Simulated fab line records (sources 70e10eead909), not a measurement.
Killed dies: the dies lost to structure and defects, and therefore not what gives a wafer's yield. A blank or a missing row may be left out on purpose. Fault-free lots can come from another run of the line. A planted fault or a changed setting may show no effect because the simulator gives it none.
What tool caused it? ; flow nand-harc ; 13 lots, 39 wafers sampled, at 5 steps of a route of 1302

## WHAT THE GAUGES READ, wafer by wafer
NHARC_P_GATE_CD_MEAS_33. Usual: 120.1 nm for cd-nm, sd 1.9.
lot;measured;on;cd-nm (nm);flag
L919;day 5 01:52;cd-sem-03;122.2 121.5 121.2;
L920;day 5 10:27;cd-sem-02;120.8 119.7 121.5;
L921;day 5 23:11;cd-sem-02;118.4 119.0 118.8;
L925;day 7 16:04;cd-sem-02;118.9 121.6 121.0;
L926;day 7 21:16;cd-sem-02;120.5 121.3 118.5;
L927;day 8 16:07;cd-sem-03;118.6 117.9 119.7;
L932;day 10 07:57;cd-sem-01;119.1 118.6 117.4;
L933;day 11 04:17;cd-sem-02;120.2 120.6 120.3;
L935;day 11 17:02;cd-sem-03;120.9 121.3 120.0;
L938;day 12 21:22;cd-sem-02;120.3 118.9 120.0;
L939;day 13 08:36;cd-sem-02;122.4 121.0 120.4;
L941;day 14 05:02;cd-sem-02;118.8 121.6 121.3;
L942;day 14 19:14;cd-sem-01;117.6 120.3 122.2;

NHARC_P_GATE_CD_MEAS_59: target cd 720 nm. Usual: 720.0 nm for cd-nm, sd 1.4.
lot;measured;on;cd-nm (nm);flag
L919;day 5 14:31;cd-sem-01;720.7 722.3 720.0;
L920;day 5 23:05;cd-sem-01;719.1 719.0 717.8;
L921;day 6 11:47;cd-sem-02;720.0 720.7 718.0;
L925;day 8 04:55;cd-sem-02;719.8 720.3 722.0;
L926;day 8 10:00;cd-sem-01;723.0 720.3 720.6;
L927;day 9 04:44;cd-sem-02;717.5 720.1 720.3;
L932;day 10 20:33;cd-sem-02;721.2 721.4 722.2;
L933;day 11 17:49;cd-sem-03;718.8 719.4 717.8;
L935;day 12 07:50;cd-sem-03;720.1 722.6 720.9;
L938;day 13 12:11;cd-sem-01;719.7 720.0 720.1;
L939;day 14 00:49;cd-sem-03;718.1 719.2 718.9;
L941;day 14 19:49;cd-sem-01;720.8 720.4 720.7;
L942;day 15 10:38;cd-sem-02;721.1 718.1 717.8;

NHARC_END_SORT_01. Usual: killed-at-array 63, standard deviation 18; killed-at-other 1.1, standard deviation 1.3; killed-at-periphery 4.3, standard deviation 2.8; killed-dies 68, standard deviation 18; killed-open 3.3, standard deviation 2; killed-short 2.4, standard deviation 1.6.
lot;measured;on;killed-at-array;killed-at-other;killed-at-periphery;killed-dies;killed-open;killed-short;flag
L933;day 32 17:01;prober-01;77 68 68;0 2 1;2 6 0;79 76 69;1 10 1;5 2 2;

## WHAT TOOL EACH LOT RAN ON (gives the tool, then ch and the chambers of the sampled wafers, and finally the start)
lot;NHARC_P_GATE_DESCUM_61;NHARC_P_GATE_STRIP_76
L919;rie-diel-07 ch 1,2,3, day 5 14:40;plasma-asher-01 ch 0,1, day 5 15:19
L920;rie-diel-01 ch 2,3, day 5 23:16;plasma-asher-01 ch 0, day 5 23:53
L921;rie-diel-01 ch 0,3, day 6 11:58;plasma-asher-01 ch 0,1, day 6 12:35
L925;rie-diel-01 ch 0,2, day 8 05:05;plasma-asher-02 ch 0,1, day 8 05:49
L926;rie-diel-07 ch 1,2,3, day 8 10:10;plasma-asher-02 ch 0,1, day 8 10:48
L927;rie-diel-01 ch 0,2, day 9 04:53;plasma-asher-02 ch 0,1, day 9 05:31
L932;rie-diel-07 ch 0,1,3, day 10 20:43;plasma-asher-02 ch 0,1, day 10 21:20
L933;rie-diel-01 ch 0,1,2, day 11 18:00;plasma-asher-02 ch 0, day 11 18:37
L935;rie-diel-01 ch 0,2,3, day 12 08:01;plasma-asher-01 ch 0,1, day 12 08:38
L938;rie-diel-13 ch 0,1,3, day 13 12:22;plasma-asher-02 ch 0,1, day 13 12:59
L939;rie-diel-07 ch 0,1,2, day 14 00:59;plasma-asher-02 ch 0,1, day 14 01:38
L941;rie-diel-13 ch 0,2,3, day 14 20:01;plasma-asher-02 ch 0,1, day 14 20:40
L942;rie-diel-07 ch 0,1,2, day 15 10:47;plasma-asher-02 ch 0,1, day 15 13:48
- NHARC_P_GATE_DESCUM_61: chemistry O2, time 3 s.
- NHARC_P_GATE_STRIP_76: strips in O2.

## AS READ BY THE TOOLS THEMSELVES (means over the sampled wafers that have a number; for cases with no such wafer, the mark the record gives instead)
NHARC_P_GATE_DESCUM_61. Usual: drypump-motor-current-A 5.9 A, standard deviation 0.44; mfc-ar-sccm 0.010 sccm, standard deviation 0.012; oes-product-au 1.003 a.u., standard deviation 0.0079; rf-vpp-V 57.8 V, standard deviation 0.87; showerhead-plenum-p-Torr 1.93 Torr, standard deviation 0.066; throttle-valve-pct 11.311 %, standard deviation 0.0093.
lot;tool;drypump-motor-current-A (A);mfc-ar-sccm (sccm);oes-product-au (a.u.);rf-vpp-V (V);showerhead-plenum-p-Torr (Torr);throttle-valve-pct (%);flag
L919;rie-diel-07;5.9;0.018;1.000;58.2;1.95;11.306;
L920;rie-diel-01;5.7;0.009;0.996;57.7;1.92;11.308;
L921;rie-diel-01;5.8;0.009;0.995;57.8;1.95;11.302;
L925;rie-diel-01;5.5;0.000;1.004;57.9;1.93;11.313;
L926;rie-diel-07;5.9;0.018;1.013;58.1;1.95;11.309;
L927;rie-diel-01;5.5;0.000;0.989;57.3;1.93;11.306;
L932;rie-diel-07;5.8;0.024;1.005;56.7;1.87;11.319;
L933;rie-diel-01;5.6;0.000;1.008;57.6;1.92;11.307;
L935;rie-diel-01;5.7;0.009;1.002;57.6;1.94;11.316;
L938;rie-diel-13;6.2;0.011;0.998;58.0;1.93;11.319;
L939;rie-diel-07;5.9;0.015;1.002;57.3;1.91;11.313;
L941;rie-diel-13;5.8;0.009;1.004;57.7;1.89;11.308;
L942;rie-diel-07;5.8;0.015;1.003;58.3;1.91;11.307;

NHARC_P_GATE_STRIP_76. Usual: drypump-motor-current-A 5.6 A, standard deviation 0.61; heater-power-w 313 W, standard deviation 35.
lot;tool;drypump-motor-current-A (A);heater-power-w (W);flag
L919;plasma-asher-01;5.5;335;
L920;plasma-asher-01;5.1;317;
L921;plasma-asher-01;5.5;331;
L925;plasma-asher-02;-;-;OFF
L926;plasma-asher-02;-;-;OFF
L927;plasma-asher-02;-;-;OFF
L932;plasma-asher-02;5.7;276;
L933;plasma-asher-02;6.2;268;
L935;plasma-asher-01;5.8;353;
L938;plasma-asher-02;5.8;288;
L939;plasma-asher-02;5.3;304;
L941;plasma-asher-02;5.8;289;
L942;plasma-asher-02;5.3;302;

## THE ANSWER, worked out from the rows above alone
Rule: a lot counts as off when the mean over its wafers that have a number is more than 3 standard deviations away from the usual mean. Also off: a lot with no number at a reading for which 4 or more lots have one. All remaining lots with rows at the step are treated as sound. The gauges are gone through in route order, then the tools' own readings, and for those a lot's mean is taken as printed above. At the first step where some lot is off, the reading lying furthest off is the one used; lots without a number count as furthest.
Off: L925, L926, L927 (NHARC_P_GATE_STRIP_76, drypump-motor-current-A). Without a number there: L925, L926, L927.
A tool fits if, at that step or a process step before it, it ran every lot that is off, and no sound lot after the first of them. Not one of the candidates tried fits.

## WHAT THE SIMULATOR HAD INSERTED
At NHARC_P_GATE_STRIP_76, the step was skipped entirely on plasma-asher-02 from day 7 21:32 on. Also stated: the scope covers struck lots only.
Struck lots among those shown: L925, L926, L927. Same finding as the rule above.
